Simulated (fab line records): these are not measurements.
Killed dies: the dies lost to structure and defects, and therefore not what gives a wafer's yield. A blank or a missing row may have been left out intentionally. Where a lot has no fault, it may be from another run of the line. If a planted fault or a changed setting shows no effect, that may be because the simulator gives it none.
fab line records	flow nandHarc
record lots=12	wafers=36	lastDay=24
route steps=1159 shown A_CHANNEL_FILL_D1@495 A_STAIRCASE@532 END@1159
lots that met no fault: taken from a fault-free run of the same line
startH: hours from the record's opening day to when the first of the lot's shown wafers began	waitH: hours since the lot's step before	" as in the row above	L1.1+2: several wafers, shown together as one row	- either no value or no given start	* or withheld: withheld	< > ~ a bound
route shown NAME@n: a module of which the file shows steps, and the number in the route of the first	usual: the fault-free wafers' mean and standard deviation	same: alike in all rows	chamber/n: place in a boat	sites: per-site readings	_std_site: their standard deviation	_edge_site: outer sites' mean less inner sites'	radiusMm: for every site, how far away it sits from the centre of the wafer	mask NAME#n: copy n	behind: the last tool/chamber to shape the wafer	hold: reason for holding the lot/hours on hold/outcome of the hold	device: transistor that didn't switch, given as n, p or np	end of line: at the end of the route, the tests of the same wafers	a step with no rows: only its recipe	killed: dies lost to structure and defects at the first sort, not the wafer's yield	map: the dies of a wafer, with x for killed, . for not killed, _ for no die there
set.NAME: the setting that was run; set.NAME@STEP: the one run at that earlier step	model.NAME: the simulator's own value behind a step, which no gauge read
steps of the route over a sample of lots; a table a step, a row a wafer
services: a tool's chamber out of use, with start hour (startH, from the record's first day; less than 0 if before it), hours out, and reason
## steps
# step NHARC_A_CHANNEL_FILL_D1_ALD_15
# recipe targetThkA=20	pulseTimeS=60	aldCycles=19	tempC=630	pressureTorr=2	material=SiNx
# usual precursorPulseHeightRel=0.999/0.019
# same pulseTimeS=60
lot.wafer	tool	chamber	startH	waitH	precursorPulseHeightRel
L474.4	aldSinBatch-01	0	-	-	0.996
L474.5	"	0	"	"	1.002
L474.6	"	0	"	"	0.974
L476.2	aldSinBatch-02	0	-	-	1.006
L476.4	"	0	"	"	0.987
L476.5	"	0	"	"	1.008
L485.1	aldSinBatch-03	0	-	-	1.015
L485.2	"	0	"	"	1.032
L485.6	"	0	"	"	0.984
L487.1	aldSinBatch-03	0	-	-	0.982
L487.4	"	0	"	"	1.000
L487.5	"	0	"	"	1.023
L488.1	aldSinBatch-03	0	-	-	1.023
L488.5	"	0	"	"	0.985
L488.6	"	0	"	"	1.031
L486.1	aldSinBatch-02	0	-	-	1.001
L486.5	"	0	"	"	1.018
L486.6	"	0	"	"	0.994
L489.1	aldSinBatch-02	0	-	-	1.020
L489.4	"	0	"	"	0.979
L489.5	"	0	"	"	0.983
L490.1	aldSinBatch-02	0	-	-	0.962
L490.3	"	0	"	"	0.992
L490.5	"	0	"	"	0.990
L491.2	aldSinBatch-02	0	-	-	0.992
L491.3	"	0	"	"	0.981
L491.6	"	0	"	"	1.003
L492.2	aldSinBatch-02	0	-	-	1.027
L492.4	"	0	"	"	1.022
L492.5	"	0	"	"	0.983
L493.1	aldSinBatch-02	0	-	-	0.972
L493.4	"	0	"	"	1.011
L493.5	"	0	"	"	1.004
L494.2	aldSinBatch-02	0	-	-	0.990
L494.4	"	0	"	"	0.978
L494.5	"	0	"	"	0.986
# step NHARC_A_CHANNEL_FILL_D1_ETCHBACK_20
# recipe targetDepthA=270	timeS=13.5	c4f8FlowSccm=withheld	o2FlowSccm=8	arFlowSccm=withheld	rfW=600	biasW=1500	chemistry=C4F8/O2/Ar
# usual oesProductAu=0.96/0.037	rfVppV=975/6.2
lot.wafer	tool	chamber	startH	waitH	oesProductAu	rfHoursCounterH	rfVppV
L474.4	rieDiel-01	0	209.65	-	0.99	2	970
L474.6	"	2	"	"	0.99	-	970
L474.5	"	3	"	"	1.00	-	985
L476.2	rieDiel-13	0	228.79	-	0.93	21	977
L476.4	"	2	"	"	0.93	21	982
L476.5	"	3	"	"	0.93	-	975
L485.2	rieDiel-01	1	279.52	-	0.92	4	971
L485.1	"	2	"	"	0.92	5	969
L485.6	"	3	"	"	0.91	-	985
L488.1	rieDiel-07	2	300.74	-	0.99	2	983
L488.5	"	1	"	"	1.01	-	972
L488.6	"	2	"	"	1.00	-	983
L486.1	rieDiel-01	0	300.75	-	1.00	6	969
L486.6	"	1	"	"	1.00	-	970
L486.5	"	2	"	"	0.99	-	967
L487.1	rieDiel-01	3	300.78	-	0.99	6	986
L487.4	"	2	"	"	0.98	6	969
L487.5	"	0	"	"	1.01	-	971
L489.1	rieDiel-01	3	314.55	-	0.99	6	986
L489.4	"	1	"	"	1.00	5	970
L489.5	"	0	"	"	1.01	-	968
L490.3	rieDiel-07	1	314.55	-	0.98	2	973
L490.1	"	2	"	"	0.97	2	983
L490.5	"	1	"	"	0.98	-	971
L492.4	rieDiel-07	2	328.18	-	0.99	2	984
L492.2	"	1	"	"	0.99	2	973
L492.5	"	3	"	"	1.00	-	971
L491.2	rieDiel-01	3	328.19	-	1.00	0	986
L491.3	"	0	"	"	1.00	0	969
L491.6	"	2	"	"	1.00	-	969
L493.1	rieDiel-07	1	334.01	-	0.93	2	973
L493.4	"	1	"	"	0.92	-	972
L493.5	"	3	"	"	0.94	-	971
L494.2	rieDiel-01	3	334.02	-	0.99	0	985
L494.4	"	1	"	"	0.98	0	971
L494.5	"	2	"	"	0.99	-	969
# step NHARC_A_STAIRCASE_ETCH_170
# recipe targetDepthA=2000	timeS=66.667	ionEnergyEv=250	c4f6FlowSccm=25	o2FlowSccm=20	arFlowSccm=500	rfW=600	biasW=500	chemistry=C4F6/O2
# usual c4f6FlowSccm=24.98/0.08	drypumpMotorCurrentA=5.7/0.46	oesProductAu=0.973/0.016	rfVppV=547.7/2.5	runLengthS=87.9/0.42	showerheadPlenumPTorr=3.96/0.12	throttleValvePct=26.904/0.0086
lot.wafer	tool	chamber	startH	waitH	c4f6FlowSccm	drypumpMotorCurrentA	oesProductAu	rfHoursCounterH	rfVppV	runLengthS	showerheadPlenumPTorr	throttleValvePct
L474.4	rieDiel-11	2	234.46	-	25.01	6.0	0.987	11	550.1	87.6	4.05	26.903
L474.6	"	0	"	"	24.85	6.0	0.971	-	548.2	87.9	3.93	26.916
L474.5	"	1	"	"	25.07	5.3	0.984	-	543.3	87.6	3.75	26.909
L476.2	rieDiel-11	3	254.24	-	24.93	5.0	0.962	19	546.7	99.0	3.89	26.929
L476.4	"	0	"	"	24.99	6.0	0.982	20	546.8	88.0	3.92	26.888
L476.5	"	1	"	"	24.99	5.3	0.970	-	541.8	87.5	3.75	26.897
L485.1	rieDiel-04	0	305.20	-	24.92	5.7	0.995	3	551.1	87.3	4.05	26.890
L485.2	"	3	"	"	25.10	6.1	0.971	3	545.8	87.8	3.90	26.899
L485.6	"	1	"	"	24.98	5.2	0.988	-	549.6	88.0	4.09	26.907
L487.1	rieDiel-04	1	326.05	-	24.98	5.2	0.973	9	550.8	88.5	4.08	26.901
L487.4	"	3	"	"	25.11	6.0	0.976	10	546.4	87.9	3.89	26.894
L487.5	"	1	"	"	25.05	5.2	0.984	-	550.6	88.2	4.08	26.908
L488.1	rieDiel-11	0	326.21	-	24.92	6.0	0.940	47	548.5	87.9	3.91	26.912
L488.5	"	2	"	"	24.92	6.0	0.939	-	549.4	87.6	4.02	26.900
L488.6	"	3	"	"	24.98	5.0	0.933	-	545.8	88.6	3.88	26.911
L486.1	rieDiel-04	3	326.37	-	24.83	6.1	0.963	10	546.4	88.2	3.89	26.907
L486.5	"	2	"	"	24.95	5.6	0.988	-	549.3	88.3	4.07	26.910
L486.6	"	3	"	"	24.92	6.1	0.970	-	546.1	88.2	3.89	26.898
L489.4	rieDiel-09	2	340.75	-	24.78	5.4	0.984	26	547.5	87.4	3.95	26.905
L489.1	"	0	"	"	25.09	5.5	0.986	30	549.9	87.8	4.09	26.902
L489.5	"	2	"	"	25.00	5.4	0.984	-	548.8	88.0	3.95	26.905
L490.1	rieDiel-09	1	340.93	-	24.93	6.8	0.931	28	551.3	88.1	4.08	26.906
L490.3	"	2	"	"	25.06	5.4	0.951	26	547.8	87.9	3.95	26.892
L490.5	"	0	"	"	24.77	5.5	0.973	-	551.1	87.6	4.09	26.891
L492.2	rieDiel-04	3	353.00	-	25.03	6.1	0.986	19	547.3	88.4	3.89	26.895
L492.4	"	1	"	"	24.94	5.2	0.961	19	549.3	88.0	4.08	26.903
L492.5	"	0	"	"	24.99	5.8	0.974	-	548.6	87.4	4.04	26.913
L491.3	rieDiel-09	2	353.15	-	25.02	5.4	0.978	30	546.4	87.5	3.95	26.902
L491.2	"	3	"	"	24.96	5.7	1.000	32	543.4	88.0	3.79	26.901
L491.6	"	2	"	"	24.93	5.4	0.988	-	547.9	87.2	3.95	26.898
L494.2	rieDiel-09	3	358.89	-	24.92	5.7	0.987	33	545.1	87.7	3.79	26.892
L494.4	"	1	"	"	24.97	6.8	0.980	33	550.3	88.0	4.08	26.918
L494.5	"	2	"	"	24.93	5.4	0.978	-	549.0	87.5	3.95	26.901
L493.4	rieDiel-09	0	359.28	-	25.03	5.5	0.974	35	549.6	87.9	4.09	26.900
L493.1	"	2	"	"	24.95	5.4	0.969	31	547.1	87.8	3.95	26.913
L493.5	"	0	"	"	25.09	5.5	0.967	-	549.3	87.9	4.09	26.916
# step NHARC_A_STAIRCASE_TRIM_12
# recipe timeS=211.2	o2FlowSccm=500	arFlowSccm=0	biasW=0	chemistry=O2
# usual drypumpMotorCurrentA=5.7/0.43	oesProductAu=1.003/0.0098	rfVppV=57.7/0.81	showerheadPlenumPTorr=3.56/0.11	throttleValvePct=17.037/0.01
lot.wafer	tool	chamber	startH	waitH	drypumpMotorCurrentA	oesProductAu	rfHoursCounterH	rfVppV	showerheadPlenumPTorr	throttleValvePct
L474.4	rieDiel-11	0	236.22	0.1	6.0	1.001	11	57.3	3.53	17.040
L474.5	"	1	"	"	5.4	1.013	-	58.0	3.37	17.022
L474.6	"	2	"	"	6.0	1.008	-	57.0	3.64	17.026
L476.4	rieDiel-04	3	255.94	0.1	6.1	1.008	51	56.4	3.51	17.052
L476.2	"	1	"	"	5.2	0.989	50	58.6	3.69	17.039
L476.5	"	0	"	"	5.8	0.984	-	58.7	3.65	17.044
L485.1	rieDiel-09	3	307.00	0.2	5.7	1.003	16	56.6	3.41	17.035
L485.2	"	0	"	"	5.5	1.009	18	57.3	3.69	17.042
L485.6	"	1	"	"	6.8	0.978	-	58.1	3.68	17.046
L487.4	rieDiel-11	1	327.72	0.2	5.3	1.015	47	57.8	3.35	17.031
L487.1	"	2	"	"	6.0	1.006	46	58.4	3.62	17.043
L487.5	"	0	"	"	6.0	1.006	-	59.0	3.51	17.030
L488.1	rieDiel-11	3	327.94	0.1	5.0	1.004	46	55.0	3.48	17.022
L488.6	"	2	"	"	6.0	0.999	-	58.1	3.62	17.045
L488.5	"	3	"	"	5.0	1.001	-	58.3	3.48	17.047
L486.1	rieDiel-09	0	328.22	0.1	5.5	1.015	26	58.6	3.69	17.039
L486.6	"	2	"	"	5.4	1.002	-	57.8	3.55	17.043
L486.5	"	3	"	"	5.8	1.008	-	57.5	3.41	17.046
L489.4	rieDiel-09	1	342.33	0.1	6.8	0.985	28	58.3	3.68	17.065
L489.1	"	2	"	"	5.4	0.987	26	58.6	3.55	17.032
L489.5	"	1	"	"	6.7	0.993	-	57.4	3.68	17.031
L490.1	rieDiel-11	3	342.76	0.1	5.0	1.003	54	56.2	3.48	17.049
L490.3	"	2	"	"	6.0	0.989	53	57.9	3.62	17.052
L490.5	"	0	"	"	6.0	1.004	-	57.4	3.51	17.042
L492.2	rieDiel-11	3	354.75	0.1	5.0	0.996	58	58.1	3.48	17.032
L492.4	"	2	"	"	6.0	0.993	-	57.1	3.62	17.036
L492.5	"	3	"	"	5.0	0.978	-	57.3	3.48	17.037
L491.2	rieDiel-04	3	355.04	0.1	6.1	1.002	20	58.2	3.49	17.035
L491.3	"	1	"	"	5.2	1.005	19	58.1	3.67	17.032
L491.6	"	2	"	"	5.6	1.013	-	58.2	3.66	17.049
L494.2	rieDiel-04	0	360.47	0.1	5.7	0.999	21	58.1	3.63	17.029
L494.4	"	2	"	"	5.6	1.012	23	57.8	3.66	17.035
L494.5	"	1	"	"	5.2	0.997	-	58.1	3.67	17.036
L493.1	rieDiel-11	2	360.92	0.1	6.0	0.992	59	57.2	3.61	17.041
L493.5	"	3	"	"	5.0	0.997	-	58.8	3.48	17.044
L493.4	"	2	"	"	6.0	0.994	-	57.9	3.61	17.030
# step NHARC_END_SORT_01
# recipe tempC=25
# usual killedAtArray=27/8.8	killedAtOther=0.4/0.82	killedAtPeriphery=3.1/2.1	killedDies=31/8.8	killedOpen=3.3/2	killedShort=2.0/1.4
# same grossDies=677
lot.wafer	tool	chamber	startH	waitH	killedAtArray	killedAtOther	killedAtPeriphery	killedDies	killedOpen	killedShort
L489.4	prober-02	0	548.40	3.4	24	0	2	26	5	1
# killed by level:class
L489.4 A_SLIT:chamberFilmFlake=14 A_CHANNEL_HOLE_D1:chamberFilmFlake=3 A_CHANNEL_FILL_D1:geometricParticle:open=2 A_CHANNEL_FILL_D1:geometricParticle:short=1 A_CONTACT:geometricParticle:open=1 A_BLC:geometricParticle:open=1 A_M0:geometricParticle:open=1 P_STI:chamberFilmFlake=1
## services
tool	chamber	startH	hours	kind
rieDiel-07	2	173.27	8.1	repair
rieDiel-11	-	190.85	9.0	pm
rieDiel-11	0	190.85	9.0	ventCycle
rieDiel-11	1	223.95	4.9	repair
rieDiel-07	-	228.20	9.0	pm
rieDiel-01	1	234.49	16.3	repair
rieDiel-01	2	238.04	8.0	repair
rieDiel-09	0	238.59	5.8	repair
rieDiel-13	3	240.82	10.0	repair
rieDiel-13	1	252.75	2.7	repair
rieDiel-09	-	254.10	9.0	pm
rieDiel-13	-	276.00	9.0	pm
rieDiel-01	0	278.64	1.9	repair
rieDiel-01	1	284.57	4.3	repair
rieDiel-04	1	285.68	14.8	repair
rieDiel-01	0	287.27	2.0	repair
rieDiel-04	-	288.90	9.0	pm
rieDiel-09	-	303.60	1.2	repair
rieDiel-11	0	306.40	2.2	repair
aldSinBatch-03	-	314.00	26.0	pm
rieDiel-01	-	314.82	9.0	pm
rieDiel-07	2	328.26	18.7	repair
rieDiel-13	0	346.28	8.2	repair
rieDiel-11	1	352.19	8.8	repair
## key
firstSign step=NHARC_A_STAIRCASE_ETCH_170	reading=runLengthS	direction=up	sigmas=27	usual=*	struck=*
effect none on later readings
metAt NHARC_A_STAIRCASE_ETCH_170
struckLots L476
struckWafers L476.2
testerLeftOut L476
notActingAt NHARC_A_CHANNEL_FILL_D1_ALD_15,NHARC_A_CHANNEL_FILL_D1_ETCHBACK_20,NHARC_A_STAIRCASE_TRIM_12
onsetBetween 234.46 254.24
fault kind=processParameterDrift	tool=rieDiel-11	chamber=-	onsetH=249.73	steps=NHARC_A_STAIRCASE_ETCH_170	channel=timeS	offset=*	shape=step	endH=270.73	scope=struckWafersOnly	actsIn=*	stated=*
# testerLeftOut: of these lots the tester's yield and bins aren't shown, on N5 and GAA mostly nor the transistor test; their killed dies are dies lost to structure and defects alone, not to doping, threshold or leakage, so they don't give the yield
